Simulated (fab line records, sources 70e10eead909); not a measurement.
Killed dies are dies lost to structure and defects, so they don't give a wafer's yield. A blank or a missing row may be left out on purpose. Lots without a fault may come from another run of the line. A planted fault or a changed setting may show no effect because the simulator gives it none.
fab line records | flow nand_harc
record lots=7 wafers=21 last_day=24
route steps=1159 shown A_M0@1005 A_M1@1026 END@1159
lots that met no fault: from a run of the same line without faults
start_h: hours from the record's first day to the start of the lot's first wafer shown | wait_h: hours since the lot's step before | " the same as in the row above | L1.1+2: a row that stands for several wafers | - no value, or no start given | * or withheld: withheld | < > ~ a bound
route shown NAME@n: a module of which the file shows steps, and the number in the route of the first | usual: mean/standard deviation of fault-free wafers | same: alike in all rows | chamber/n: place in a boat | sites: the reading at each site | _std_site: their standard deviation | _edge_site: outer sites' mean less inner sites' | radius_mm: how far each site lies from the wafer's centre | mask NAME#n: copy n | behind: the tool/chamber that last shaped the wafer | hold: why the lot was held/for how many hours/how that ended | device: the transistor (n, p or np) that didn't switch | end of line: the same wafers' tests at the end of the route | a step without rows: its recipe alone | killed: dies lost to structure and defects at the first sort, not the wafer's yield | map: a wafer's dies, x killed, . not, _ none there
set.NAME: the setting as run; set.NAME@STEP: as run at that earlier step | model.NAME: the simulator's own value behind a step, which no gauge read
lots at some steps of the route; a table a step, a row a wafer
services: from which hour (start_h, from the record's first day; less than 0 if before it) a tool's chamber was out of use, for how many hours, and why
## steps
# step NHARC_A_M0_OVL_MEAS_10
# recipe pitch_nm=160
# usual overlay_x_nm=-0.1/0.76 overlay_y_nm=0.1/0.72
# columns lot.wafer tool chamber start_h wait_h overlay_x_nm overlay_y_nm
L481.3 overlay-02 - 400.14 - -1.1 -0.1
L481.4 " - " " -0.7 -0.3
L481.5 " - " " -1.1 -0.1
L482.3 overlay-02 - 416.79 - 0.2 -0.2
L482.4 " - " " 0.6 -0.7
L482.6 " - " " 0.4 -0.2
L487.3 overlay-02 - 450.13 - -0.5 0.2
L487.4 " - " " -0.7 0.1
L487.6 " - " " -0.3 0.5
L486.2 overlay-01 - 450.97 - 0.5 0.7
L486.3 " - " " 0.6 1.1
L486.6 " - " " 0.6 1.0
L489.2 overlay-01 - 460.79 - -1.3 0.7
L489.4 " - " " -0.9 0.1
L489.5 " - " " -0.5 0.7
L496.1 overlay-01 - 496.21 - -0.4 0.0
L496.5 " - " " -0.3 -0.7
L496.6 " - " " -0.9 -0.5
L499.2 overlay-02 - 521.40 - -0.5 -0.3
L499.5 " - " " 0.2 -0.1
L499.6 " - " " -0.5 -0.2
# step NHARC_A_M0_INSPECT_11
# usual raw_defect_count=35/16
# columns lot.wafer tool chamber start_h wait_h raw_defect_count
L481.3 defect_inspect-02 - 400.18 0.0 40
L481.4 " - " " 38
L481.5 " - " " 30
L482.3 defect_inspect-01 - 416.83 0.0 45
L482.4 " - " " 40
L482.6 " - " " 33
L487.3 defect_inspect-01 - 450.16 0.0 22
L487.4 " - " " 31
L487.6 " - " " 32
L486.2 defect_inspect-01 - 451.01 0.0 44
L486.3 " - " " 42
L486.6 " - " " 52
L489.2 defect_inspect-01 - 460.83 0.0 29
L489.4 " - " " 32
L489.5 " - " " 35
L496.1 defect_inspect-02 - 496.24 0.0 50
L496.5 " - " " 52
L496.6 " - " " 57
L499.2 defect_inspect-02 - 521.43 0.0 38
L499.5 " - " " 39
L499.6 " - " " 55
# step NHARC_A_M0_DESCUM_14
# recipe time_s=3 o2_flow_sccm=200 ar_flow_sccm=0 bias_power_w=0 chemistry=O2
# step NHARC_A_M0_ETCH_34
# recipe target_depth_a=400 overetch_a=120 time_s=43.94 ion_energy_ev=200 n2_flow_sccm=150 h2_flow_sccm=150 ar_flow_sccm=0 rf_w=400 bias_w=150 chemistry=N2/H2
# step NHARC_A_M0_ETCH_15
# recipe target_depth_a=1500 overetch_a=150 time_s=82.5 c4f8_flow_sccm=withheld ar_flow_sccm=400 rf_w=600 bias_w=300 chemistry=C4F8/Ar
# step NHARC_A_M0_CD_MEAS_16
# usual cd_nm=80.0/0.61
# columns lot.wafer tool chamber start_h wait_h cd_nm
L481.3 cd_sem-02 - 400.55 - 79.1
L481.4 " - " " 80.1
L481.5 " - " " 80.0
L482.3 cd_sem-01 - 417.24 - 80.9
L482.4 " - " " 80.6
L482.6 " - " " 80.7
L487.3 cd_sem-02 - 450.53 - 79.5
L487.4 " - " " 79.6
L487.6 " - " " 79.9
L486.2 cd_sem-01 - 451.37 - 79.1
L486.3 " - " " 80.0
L486.6 " - " " 79.5
L489.2 cd_sem-02 - 461.19 - 79.4
L489.4 " - " " 80.7
L489.5 " - " " 79.6
L496.1 cd_sem-01 - 496.63 - 79.6
L496.5 " - " " 79.6
L496.6 " - " " 80.2
L499.2 cd_sem-02 - 521.80 - 79.3
L499.5 " - " " 79.1
L499.6 " - " " 78.5
# step NHARC_A_M0_STRIP_18
# recipe power_w=1000 n2_flow_sccm=150 h2_flow_sccm=150 ar_flow_sccm=0 bias_w=0 chemistry=N2/H2
# step NHARC_A_M0_STRIP_19
# recipe time_s=600 temp_c=30 chemistry=post_etch_residue_remover
# step NHARC_A_M0_DEGAS_28
# recipe temp_c=250 time_s=60
# usual heater_power_w=335/24
# columns lot.wafer tool chamber start_h wait_h heater_power_w
L481.3 pvd_sputter-01 - 401.16 - 315
L481.4 " - " " 323
L481.5 " - " " 337
L482.4 pvd_sputter-02 - 417.85 - 297
L482.3 " - " " 356
L482.6 " - " " 299
L487.3 pvd_sputter-02 - 451.15 - 352
L487.4 " - " " 291
L487.6 " - " " 378
L486.2 pvd_sputter-02 - 451.98 - 342
L486.3 " - " " 309
L486.6 " - " " 297
L489.4 pvd_sputter-02 - 461.82 - 318
L489.2 " - " " 352
L489.5 " - " " 356
L496.1 pvd_sputter-03 - 497.27 - 325
L496.5 " - " " 322
L496.6 " - " " 343
L499.2 pvd_sputter-02 - 522.43 - 344
L499.5 " - " " 311
L499.6 " - " " 347
# step NHARC_A_M0_PRE_CLEAN_29
# recipe time_s=30 temp_c=280 gas=H2/He
# usual heater_power_w=411/30
# columns lot.wafer tool chamber start_h wait_h heater_power_w
L481.3 pvd_sputter-01 - - - 399
L481.4 " - " " 438
L481.5 " - " " 384
L482.4 pvd_sputter-02 - - - 384
L482.3 " - " " 384
L482.6 " - " " 373
L487.3 pvd_sputter-02 - - - 367
L487.4 " - " " 384
L487.6 " - " " 472
L486.2 pvd_sputter-02 - - - 374
L486.3 " - " " 385
L486.6 " - " " 468
L489.2 pvd_sputter-02 - - - 379
L489.4 " - " " 434
L489.5 " - " " 462
L496.1 pvd_sputter-03 - - - 417
L496.5 " - " " 431
L496.6 " - " " 422
L499.2 pvd_sputter-02 - - - 422
L499.5 " - " " 388
L499.6 " - " " 428
# step NHARC_A_M0_PVD_20
# recipe target_thk_a=50 bias_v=168.6 power_w=15000 chamber_pressure_pa=0.12 time_s=8.06 substrate_temp_c=50 material=TaN
# usual bias_v=168.7/1.9 cathode_dc_power_W=15000/2.7 throttle_valve_pct=30.1/1
# columns lot.wafer tool chamber start_h wait_h bias_v cathode_dc_power_W throttle_valve_pct
L481.4 pvd_sputter-01 - - - 169.0 15001 27.6
L481.3 " - " " 168.2 15000 30.0
L481.5 " - " " 168.1 15000 27.7
L482.3 pvd_sputter-02 - - - 169.1 14998 30.6
L482.4 " - " " 168.1 15002 28.6
L482.6 " - " " 169.7 15000 30.4
L487.4 pvd_sputter-02 - - - 166.6 14997 30.4
L487.3 " - " " 164.9 14999 30.4
L487.6 " - " " 168.3 15000 28.7
L486.2 pvd_sputter-02 - - - 169.2 15002 30.8
L486.3 " - " " 168.8 15005 30.7
L486.6 " - " " 169.7 14996 28.7
L489.4 pvd_sputter-02 - - - 169.5 15000 28.8
L489.2 " - " " 168.0 14998 30.9
L489.5 " - " " 168.8 14999 30.4
L496.1 pvd_sputter-03 - - - 169.6 14996 31.6
L496.5 " - " " 169.1 15001 29.1
L496.6 " - " " 170.3 15003 31.5
L499.2 pvd_sputter-02 - - - 168.2 14999 30.8
L499.5 " - " " 170.5 15001 30.3
L499.6 " - " " 171.3 15003 30.6
# step NHARC_A_M0_PVD_21
# recipe target_thk_a=300 chamber_pressure_pa=5 power_w=5000 substrate_temp_c=30 time_s=20.49 material=Cu
# usual cathode_dc_power_W=5000.1/0.92 throttle_valve_pct=30.1/1.1
# columns lot.wafer tool chamber start_h wait_h cathode_dc_power_W throttle_valve_pct
L481.3 pvd_sputter-01 - - - 4999.3 27.7
L481.4 " - " " 5000.0 30.7
L481.5 " - " " 5000.3 30.5
L482.3 pvd_sputter-02 - - - 5001.0 30.2
L482.4 " - " " 4999.6 28.4
L482.6 " - " " 4999.9 30.6
L487.3 pvd_sputter-02 - - - 4998.7 30.4
L487.4 " - " " 5001.5 28.7
L487.6 " - " " 5000.5 30.4
L486.3 pvd_sputter-02 - - - 5000.3 30.7
L486.2 " - " " 5001.0 30.4
L486.6 " - " " 5002.8 30.7
L489.4 pvd_sputter-02 - - - 4999.5 30.4
L489.2 " - " " 4999.7 30.4
L489.5 " - " " 5000.5 30.8
L496.1 pvd_sputter-03 - - - 4998.1 31.6
L496.6 " - " " 4998.7 31.4
L496.5 " - " " 5000.4 30.7
L499.2 pvd_sputter-02 - - - 5000.9 30.4
L499.6 " - " " 5001.0 31.1
L499.5 " - " " 5000.1 28.3
# step NHARC_A_M0_ECD_22
# recipe target_thk_a=4000 bath_temp_c=25 material=Cu
# columns lot.wafer tool chamber start_h wait_h
L481.3+4+5 ecd_cu-01 1,0,0 401.62 -
L482.3+4+6 ecd_cu-01 0,1,0 418.31 -
L487.4+3+6 ecd_cu-02 0,1,1 451.61 -
L486.2+3+6 ecd_cu-02 0,1,0 452.34 -
L489.2+4+5 ecd_cu-02 1,0,0 462.19 -
L496.1+5+6 ecd_cu-01 1,0,1 497.67 -
L499.2+6+5 ecd_cu-02 1,1,0 522.81 -
# step NHARC_A_M0_ANNEAL_30
# recipe temp_c=225 time_s=90
# step NHARC_A_M0_CMP_23
# recipe t_overpolish_s=20 target_thk_nm=113.75
# step NHARC_A_M0_THK_MEAS_24
# recipe thk_meas_gauge=xrf
# usual thk_nm=113.3/1.3
# columns lot.wafer tool chamber start_h wait_h thk_nm
L481.3 film_metro-01 - 402.56 - 113.0
L481.4 " - " " 113.5
L481.5 " - " " 112.9
L482.3 film_metro-01 - 419.28 - 111.5
L482.4 " - " " 112.2
L482.6 " - " " 113.3
L487.3 film_metro-01 - 452.54 - 114.0
L487.4 " - " " 112.9
L487.6 " - " " 114.2
L486.2 film_metro-01 - 453.41 - 114.6
L486.3 " - " " 112.5
L486.6 " - " " 112.3
L489.2 film_metro-01 - 463.23 - 114.2
L489.4 " - " " 113.6
L489.5 " - " " 112.3
L496.1 film_metro-01 - 498.66 - 113.7
L496.5 " - " " 114.4
L496.6 " - " " 112.9
L499.2 film_metro-01 - 523.99 - 115.4
L499.5 " - " " 114.2
L499.6 " - " " 115.4
# step NHARC_A_M0_SRD_25
# step NHARC_A_M0_PRE_CLEAN_31
# recipe time_s=12 temp_c=370 rf_power_w=300 gas=NH3
# step NHARC_A_M0_DEP_32
# recipe target_thk_a=300 temp_c=370 target_thk_nm=30 pressure_torr=3 flow_sccm=200 rf_w=450 material=SiCN
# step NHARC_A_M1_DEP_00
# recipe target_thk_a=1825 target_thk_nm=182.5 temp_c=withheld pressure_torr=5 flow_sccm=200 rf_w=600 material=SiOC
# step NHARC_A_M1_DEHYDRATE_01
# recipe temp_c=150 time_s=120
# step NHARC_A_M1_HMDS_02
# recipe time_s=30
# step NHARC_A_M1_COAT_34
# recipe temp_c=200 time_s=65
# step NHARC_A_M1_COAT_03
# recipe spin_rpm=1500 resist_thk_nm=90
# step NHARC_A_M1_SOFTBAKE_04
# recipe temp_c=105 time_s=55
# step NHARC_A_M1_EBR_05
# step NHARC_A_M1_EXPOSE_06
# recipe na=1.35 target_cd_nm=120 dose_mj=75.13 mask_id=A_M1
# step NHARC_A_M1_PEB_07
# recipe peb_temp_c=100 peb_time_s=65
# step NHARC_A_M1_DEVELOP_08
# recipe develop_time_s=35 dev_temp_c=23
# step NHARC_A_M1_CD_MEAS_09
# recipe target_cd_nm=120 landing_energy_ev=500
# usual cd_nm=120.0/0.47
# columns lot.wafer tool chamber start_h wait_h cd_nm
L481.3 cd_sem-01 0 403.98 - 119.1
L481.4 " 0 " " 119.3
L481.5 " 0 " " 119.9
L482.3 cd_sem-01 0 420.84 - 120.1
L482.4 " 0 " " 119.8
L482.6 " 0 " " 119.4
L487.3 cd_sem-02 0 454.38 - 120.5
L487.4 " 0 " " 120.8
L487.6 " 0 " " 120.7
L486.2 cd_sem-01 0 455.11 - 119.6
L486.3 " 0 " " 119.9
L486.6 " 0 " " 119.2
L489.2 cd_sem-01 0 465.09 - 119.3
L489.4 " 0 " " 119.5
L489.5 " 0 " " 119.4
L496.1 cd_sem-02 0 500.07 - 120.3
L496.5 " 0 " " 119.9
L496.6 " 0 " " 120.0
L499.2 cd_sem-01 0 525.54 - 119.4
L499.5 " 0 " " 119.8
L499.6 " 0 " " 120.5
# step NHARC_A_M1_OVL_MEAS_10
# recipe pitch_nm=240
# usual overlay_x_nm=0.2/0.92 overlay_y_nm=-0.1/0.89
# columns lot.wafer tool chamber start_h wait_h overlay_x_nm overlay_y_nm
L481.3 overlay-02 - 404.06 - 0.7 0.6
L481.4 " - " " 1.0 0.4
L481.5 " - " " 0.3 -0.1
L482.3 overlay-01 - 420.92 - -0.8 -0.7
L482.4 " - " " -0.4 -1.1
L482.6 " - " " -0.7 -0.6
L487.3 overlay-01 - 454.48 - 0.6 0.0
L487.4 " - " " 0.2 -0.5
L487.6 " - " " -0.1 -0.6
L486.2 overlay-01 - 455.19 - 0.4 -2.0
L486.3 " - " " 0.5 -2.1
L486.6 " - " " 0.0 -1.8
L489.2 overlay-02 - 465.18 - 1.4 0.4
L489.4 " - " " 1.3 -0.2
L489.5 " - " " 1.3 0.2
L496.1 overlay-02 - 500.16 - -0.4 0.4
L496.5 " - " " -0.2 0.1
L496.6 " - " " -0.1 0.1
L499.2 overlay-02 - 525.63 - -1.3 -0.5
L499.5 " - " " -0.9 0.3
L499.6 " - " " -0.5 0.2
# step NHARC_A_M1_DESCUM_14
# recipe time_s=3 o2_flow_sccm=200 ar_flow_sccm=0 bias_power_w=0 chemistry=O2
# usual drypump_motor_current_A=5.8/0.42 mfc_ar_sccm=0.014/0.011 oes_product_au=1.004/0.0092 rf_vpp_V=57.8/0.88 showerhead_plenum_p_Torr=1.89/0.08 throttle_valve_pct=11.311/0.0092
# columns lot.wafer tool chamber start_h wait_h drypump_motor_current_A mfc_ar_sccm oes_product_au rf_hours_counter_h rf_vpp_V showerhead_plenum_p_Torr throttle_valve_pct
L481.4 rie_diel-05 2 404.19 0.1 5.5 0.016 1.015 - 56.6 1.84 11.317
L481.3 " 1 " " 6.3 0 1.030 - 58.9 2.02 11.301
L481.5 " 1 " " 6.3 0 1.022 - 57.6 2.02 11.307
L482.4 rie_diel-05 0 421.04 0.1 6.0 0.009 1.009 6 58.5 1.86 11.322
L482.3 " 1 " " 6.3 0 1.009 7 58.7 2.02 11.314
L482.6 " 1 " " 6.3 0 1.003 - 58.7 2.02 11.311
L487.3 rie_diel-05 1 454.61 0.1 6.2 0 1.017 10 58.3 2.01 11.302
L487.4 " 2 " " 5.5 0.016 1.011 10 57.3 1.83 11.315
L487.6 " 0 " " 6.0 0.009 1.008 - 57.6 1.86 11.315
L486.2 rie_diel-07 0 455.29 0.1 6.0 0.038 0.986 3 58.6 1.90 11.329
L486.3 " 2 " " 6.1 0 1.002 3 57.2 1.92 11.324
L486.6 " 0 " " 6.0 0.038 0.981 - 58.6 1.90 11.311
L489.2 rie_diel-08 1 465.30 0.1 6.3 0.019 1.003 4 56.6 1.86 11.307
L489.4 " 0 " " 6.0 0.012 1.016 - 57.8 1.93 11.308
L489.5 " 1 " " 6.2 0.019 1.011 - 56.7 1.86 11.318
L496.1 rie_diel-08 3 500.26 0.1 6.2 0.016 1.006 0 57.1 1.79 11.301
L496.5 " 3 " " 6.2 0.016 1.007 - 56.5 1.79 11.328
L496.6 " 0 " " 6.0 0.012 1.030 - 58.7 1.93 11.318
L499.2 rie_diel-08 3 525.75 0.1 6.2 0.016 1.003 1 58.2 1.79 11.305
L499.5 " 0 " " 6.0 0.012 1.014 - 58.3 1.93 11.297
L499.6 " 1 " " 6.2 0.019 1.004 - 57.3 1.85 11.311
# step NHARC_A_M1_ETCH_35
# recipe target_depth_a=400 overetch_a=120 time_s=43.94 ion_energy_ev=200 n2_flow_sccm=150 h2_flow_sccm=150 ar_flow_sccm=0 rf_w=400 bias_w=150 chemistry=N2/H2
# step NHARC_A_M1_ETCH_15
# recipe target_depth_a=1825 time_s=91.2 c4f8_flow_sccm=withheld ar_flow_sccm=400 rf_w=600 bias_w=300 chemistry=C4F8/Ar
# step NHARC_A_M1_CD_MEAS_16
# usual cd_nm=120.0/0.58
# columns lot.wafer tool chamber start_h wait_h cd_nm
L481.3 cd_sem-02 - 404.61 0.1 120.0
L481.4 " - " " 119.8
L481.5 " - " " 120.1
L482.3 cd_sem-01 - 421.35 - 120.6
L482.4 " - " " 120.7
L482.6 " - " " 120.2
L487.3 cd_sem-01 - 454.91 - 120.6
L487.4 " - " " 121.0
L487.6 " - " " 121.2
L486.2 cd_sem-01 - 455.60 - 118.8
L486.3 " - " " 119.0
L486.6 " - " " 119.3
L489.2 cd_sem-01 - 465.66 - 119.3
L489.4 " - " " 119.6
L489.5 " - " " 119.2
L496.1 cd_sem-03 - 500.56 - 120.0
L496.5 " - " " 119.6
L496.6 " - " " 120.3
L499.2 cd_sem-03 - 526.03 - 119.8
L499.5 " - " " 120.1
L499.6 " - " " 120.5
# step NHARC_A_M1_STRIP_18
# recipe power_w=1000 n2_flow_sccm=150 h2_flow_sccm=150 ar_flow_sccm=0 bias_w=0 chemistry=N2/H2
# step NHARC_A_M1_ETCH_28
# recipe target_depth_a=300 over_etch_frac=0.3 time_s=72.99 ion_energy_ev=150 cf4_flow_sccm=50 n2_flow_sccm=100 ar_flow_sccm=150 rf_w=300 bias_w=100 chemistry=CF4/N2
# step NHARC_A_M1_STRIP_19
# recipe time_s=600 temp_c=30 chemistry=post_etch_residue_remover
# step NHARC_A_M1_DEGAS_29
# recipe temp_c=250 time_s=60
# step NHARC_END_SORT_01
# recipe temp_c=25
# usual defect_limited_yield=95.5/1.6 killed_at_array=27/11 killed_at_other=0.8/1.1 killed_at_periphery=2.8/1.9 killed_dies=30/11 killed_open=3.3/1.8 killed_short=2.3/1.5 sort_bin_2_pct=1.4/0.68 sort_bin_3_pct=0.27/0.22 sort_bin_4_pct=2.8/0.99 sort_n_pass=647/11 sort_rim_yield_pct=94.3/2.9 sort_yield_pct=95.5/1.6
# same gross_dies=677 sort_bin_5_pct[%]=0 sort_bin_6_pct[%]=0 sort_bin_7_pct[%]=0 sort_bin_8_pct[%]=0 sort_rim_n_gross=106.00
# columns lot.wafer tool chamber start_h wait_h defect_limited_yield[%] killed_at_array killed_at_other killed_at_periphery killed_dies killed_open killed_short sort_bin_2_pct[%] sort_bin_3_pct[%] sort_bin_4_pct[%] sort_n_pass sort_rim_yield_pct[%] sort_yield_pct[%]
L482.3 prober-02 0 462.52 3.1 93.5 42 0 2 44 3 4 2.2 0.15 4.1 633 93.4 93.5
L482.4 prober-02 0 463.33 3.4 95.9 26 0 2 28 3 1 1.2 0.15 2.8 649 91.5 95.9
L482.6 prober-02 0 464.93 4.0 94.7 34 0 2 36 5 1 1.0 0.30 4.0 641 99.1 94.7
L486.2 prober-02 0 490.57 2.8 32.2 456 1 2 459 0 2 27.5 5.02 35.3 218 27.4 32.2
L486.3 prober-02 0 491.38 3.1 95.7 25 1 3 29 6 2 1.8 0.15 2.4 648 89.6 95.7
L486.6 prober-02 0 493.79 4.0 32.9 452 1 1 454 3 2 24.4 7.83 34.9 223 30.2 32.9
L487.3 prober-01 0 491.31 3.1 96.6 17 2 4 23 2 1 1.0 0.30 2.1 654 98.1 96.6
L487.4 prober-01 0 492.11 3.4 33.2 451 1 0 452 2 0 23.8 5.02 38.0 225 27.4 33.2
L487.6 prober-01 0 493.69 4.0 94.1 29 4 7 40 3 1 1.6 0.15 4.1 637 96.2 94.1
L489.4 prober-01 0 505.85 3.4 31.9 460 0 1 461 0 1 24.5 5.17 38.4 216 31.1 31.9
L489.5 prober-01 0 506.64 3.7 30.9 464 2 2 468 4 2 27.6 6.35 35.2 209 30.2 30.9
L499.2 prober-02 0 564.26 2.8 96.5 23 0 1 24 2 1 0.7 0.30 2.5 653 93.4 96.5
L499.5 prober-02 0 566.67 3.7 94.4 35 2 1 38 4 0 2.1 0.74 2.8 639 98.1 94.4
L499.6 prober-02 0 567.47 4.0 96.2 24 0 2 26 2 3 1.8 0.15 1.9 651 91.5 96.2
# killed by level:class
L482.3 A_CHANNEL_HOLE_D1:chamber_film_flake=12 A_SLIT:chamber_film_flake=10 A_CONTACT:chamber_film_flake=8 A_STAIRCASE:chamber_film_flake=6 P_CONTACT:geometric_particle:short=1 A_ONON_D1:geometric_particle:short=1 A_CHANNEL_FILL_D1:geometric_particle:short=1 A_WL_FILL:geometric_particle:open=1
L482.4 A_CHANNEL_HOLE_D1:chamber_film_flake=8 A_STAIRCASE:chamber_film_flake=5 A_SLIT:chamber_film_flake=4 A_CONTACT:chamber_film_flake=4 A_ZERO_WELL:chamber_film_flake=2 P_STI:geometric_particle:short=1 A_ONON_D1:geometric_particle:open=1 A_BLC:geometric_particle:open=1
L482.6 A_CHANNEL_HOLE_D1:chamber_film_flake=13 A_SLIT:chamber_film_flake=7 A_CONTACT:chamber_film_flake=5 A_STAIRCASE:chamber_film_flake=4 A_M0:geometric_particle:open=3 P_CONTACT:geometric_particle:open=1 A_ONON_D1:geometric_particle:open=1 A_M1:geometric_particle:short=1
L486.2 A_M0:unspecified=435 A_CHANNEL_HOLE_D1:chamber_film_flake=7 A_SLIT:chamber_film_flake=5 A_STAIRCASE:chamber_film_flake=3 A_CONTACT:chamber_film_flake=3 A_ONON_D1:geometric_particle:short=1 A_CONTACT:geometric_particle:short=1 P_STI:chamber_film_flake=1
L487.3 A_SLIT:chamber_film_flake=9 P_GATE:chamber_film_flake=2 A_ZERO_WELL:chamber_film_flake=2 A_STAIRCASE:chamber_film_flake=2 P_GATE:geometric_particle:open=1 A_CONTACT:geometric_particle:short=1 A_CONTACT:geometric_particle:open=1 P_M1:chamber_film_flake=1
L486.3 A_CHANNEL_HOLE_D1:chamber_film_flake=9 A_CONTACT:chamber_film_flake=5 A_SLIT:chamber_film_flake=4 A_CONTACT:geometric_particle:open=3 P_M0:geometric_particle:short=1 P_M0:geometric_particle:open=1 A_WL_FILL:geometric_particle:short=1 A_BLC:geometric_particle:open=1
L487.4 A_M0:unspecified=442 A_SLIT:chamber_film_flake=5 A_M0:geometric_particle:open=2 A_CHANNEL_HOLE_D1:chamber_film_flake=2 HYBRID_BOND:chamber_film_flake=1
L487.6 A_SLIT:chamber_film_flake=19 P_M1:chamber_film_flake=4 A_CONTACT:chamber_film_flake=3 HYBRID_BOND:chamber_film_flake=3 P_GATE:chamber_film_flake=2 A_STAIRCASE:chamber_film_flake=2 P_GATE:geometric_particle:open=1 A_CHANNEL_FILL_D1:geometric_particle:open=1
L486.6 A_M0:unspecified=428 A_CHANNEL_HOLE_D1:chamber_film_flake=9 A_SLIT:chamber_film_flake=5 A_STAIRCASE:chamber_film_flake=3 A_WL_FILL:geometric_particle:short=2 A_CONTACT:chamber_film_flake=2 A_SOURCE_PLATE:geometric_particle:open=1 A_SLIT:geometric_particle:open=1
L489.4 A_M0:unspecified=448 A_CHANNEL_HOLE_D1:chamber_film_flake=9 A_CONTACT:chamber_film_flake=2 P_STI:geometric_particle:short=1 A_STAIRCASE:chamber_film_flake=1
L489.5 A_M0:unspecified=449 A_CHANNEL_HOLE_D1:chamber_film_flake=8 A_WL_FILL:chamber_film_flake=2 P_CONTACT:geometric_particle:open=1 P_M0:geometric_particle:open=1 A_ONON_D1:geometric_particle:open=1 A_SGD_CUT:geometric_particle:open=1 A_WL_FILL:geometric_particle:short=1
L499.2 A_CHANNEL_HOLE_D1:chamber_film_flake=6 A_SLIT:chamber_film_flake=6 A_STAIRCASE:chamber_film_flake=3 A_CONTACT:chamber_film_flake=3 A_ZERO_WELL:chamber_film_flake=2 P_M0:geometric_particle:open=1 A_CHANNEL_FILL_D1:geometric_particle:open=1 A_M0:geometric_particle:short=1
L499.5 A_SLIT:chamber_film_flake=16 A_CHANNEL_HOLE_D1:chamber_film_flake=6 A_CONTACT:chamber_film_flake=5 A_STAIRCASE:chamber_film_flake=3 A_CHANNEL_FILL_D1:geometric_particle:open=2 P_CONTACT:geometric_particle:open=1 THIN_TSV:geometric_particle:open=1 A_ZERO_WELL:chamber_film_flake=1
L499.6 A_SLIT:chamber_film_flake=8 A_CONTACT:chamber_film_flake=5 A_STAIRCASE:chamber_film_flake=4 A_CHANNEL_HOLE_D1:chamber_film_flake=2 P_CONTACT:geometric_particle:open=1 A_SOURCE_PLATE:geometric_particle:short=1 A_CHANNEL_FILL_D1:geometric_particle:open=1 A_WL_FILL:geometric_particle:short=1
# map L486.2 (x killed, . not)
____________x____________
_________xxxxxx._________
_______xxxxxxxxxx._______
______xxxxxxx.x.x.x______
_____xxxx.xxxxx.xxxx_____
____xxxxx.xx..x.xxxx.____
____x.x.xxxxxxxxxx.xx____
___xxxx.xx..xx...xxxx.___
___.xxx...x.xxxxx...xx___
__xx.x.x.xxxxxxx.x..xx.__
__xxxxxxxxxx.xxxxx.x.xx__
_.xx.x.xx.x.x..xxxx.xxxx_
_..xxxxxx....x..x.xxxxx._
_xxxx.xxxxxxxxxxxx..xxxx_
_xxx.xxxxxxxxx.xxxxx..x._
_xx.x.x.xx.xx.xx.xxx...x_
xx.x.xxxx..xxxxx.xx.xx..x
...xx.xxx.xxxx..xx.x..x.x
.x.xx.x..xx.x.xx.xx.x.xx.
.xx.xx.x.xxxx.xxx.x..xx..
x..xxxxxx...xxxxx.x.xxxxx
_xx.x.xxxxxx.x..xx...xxx_
_xx.x.x..x.xxx.xx.x.xxxx_
_.x.x.xx..x.xxx.xxxxx..x_
_..xxx.x..xxxxx...x..x.x_
_x...xxxxx..x.x.xxx.xxxx_
__.xxxxx..x...xxxxxxxxx__
__x.xx.xxxxx.x.xx.xxxxx__
___..xx.x..xx.xxxxxx.x___
___.xxxx.xx.xxxx......___
____xx.xxxx.x.xxx..xx____
____xxxx..x...x.xxx.x____
_____xxx.xxxxx.xx.x._____
______xxx..xxx.xxx.______
_______xxxx.x.xx.x_______
_________..xxxxx_________
____________x____________
# map L487.4 (x killed, . not)
____________x____________
_________xxxx.xx_________
_______.x.xxx.x.xx_______
______xxx.xxxxxx.xx______
_____.xxx.xx.x.xxxxx_____
____x..x.xx..xxxx....____
____xx.xx.xxxxxx.xxx.____
___xxx.xxx..x.x.xxxxxx___
___xxxxx.x..x.x..xx.x.___
__.xxxx.x.xxxxxxxxx.xxx__
__xxxx...x..xxxxxxxxx..__
_.xx.xx.xx..xx.xxx.x.xxx_
_xx..x.xxx.x.xxxxxx.xx.x_
_xx..xx.xxx.xxxx.xxxx.xx_
_.x.x..x..x..x.xxxxxx..x_
_xx.x.....xxxxxx...x...x_
..xx.xx.xx....x.xxxxxxxx.
xxxxxxx.xx..x.xx...xxxx.x
xx.....xx.x...xx.xxxxxxxx
xxxxx.xxx..xxxx.x.x.x..xx
..xx..x.xxxx.xxxxx....xx.
_xxxx....x.xxx.x..xxx.xx_
_xxxxxxx.xxxxx..x..xx..x_
_.x.xxxxxx..x.xxxxxxxx.._
_.xxx.xx..xxxx..xxx.x..._
_xx.xx.x..xxxxx.xxxx.xxx_
__.x.xx.xxxxxxxxxx..x.x__
__x..xx.x..xxxxx.x.xx.x__
___xx.x.x.xxxx...xxxx.___
___xxxx.xx..xx.xx.x.x.___
____xxxx.xx..xx..x..x____
____xxxxxxxx.xxxxx.xx____
_____xxxxxxxx.xxx.xx_____
______xxx.xxx.xxxx.______
_______xxxx..xxxxx_______
_________.x.xxxx_________
____________.____________
## services
# columns tool chamber start_h hours kind
rie_diel-08 1 380.56 2.8 repair
rie_diel-07 - 382.85 1.6 repair
rie_diel-08 0 384.30 - clean
rie_diel-08 1 384.30 - clean
rie_diel-08 2 384.30 - clean
rie_diel-08 3 384.30 - clean
rie_diel-05 3 389.62 7.1 repair
pvd_sputter-02 - 392.03 10.0 pm
rie_diel-05 0 395.22 9.2 repair
rie_diel-05 1 398.60 - clean
rie_diel-05 2 398.60 - clean
rie_diel-05 3 398.60 - clean
rie_diel-05 3 403.33 3.4 repair
rie_diel-07 - 404.39 0.3 repair
pvd_sputter-01 - 448.04 17.1 repair
ecd_cu-01 - 448.53 8.0 pm
rie_diel-08 0 450.57 13.5 repair
pvd_sputter-03 - 458.07 10.0 pm
rie_diel-08 - 478.80 9.0 pm
rie_diel-07 3 479.40 4.8 repair
rie_diel-05 2 506.36 4.1 repair
pvd_sputter-01 - 514.00 10.0 pm
rie_diel-05 - 517.60 9.0 pm
rie_diel-08 3 518.55 6.3 repair
## key
first_sign step=NHARC_END_SORT_01 reading=killed_at_array direction=up sigmas=40 usual=27 struck=457
effect step=NHARC_END_SORT_01 reading=killed_dies direction=up sigmas=39 usual=30 struck=459
more_kills_born_at NHARC_A_M0_ECD_22@ecd_cu-02=2202
met_at NHARC_A_M0_ECD_22
struck_wafers L486.2,L486.6,L487.4,L489.4,L489.5
fault kind=chamber_particle_source tool=ecd_cu-02 chamber=0 onset_h=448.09 steps=NHARC_A_M0_ECD_22 rate_per_visit_cm2=1.2202 end_h=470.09
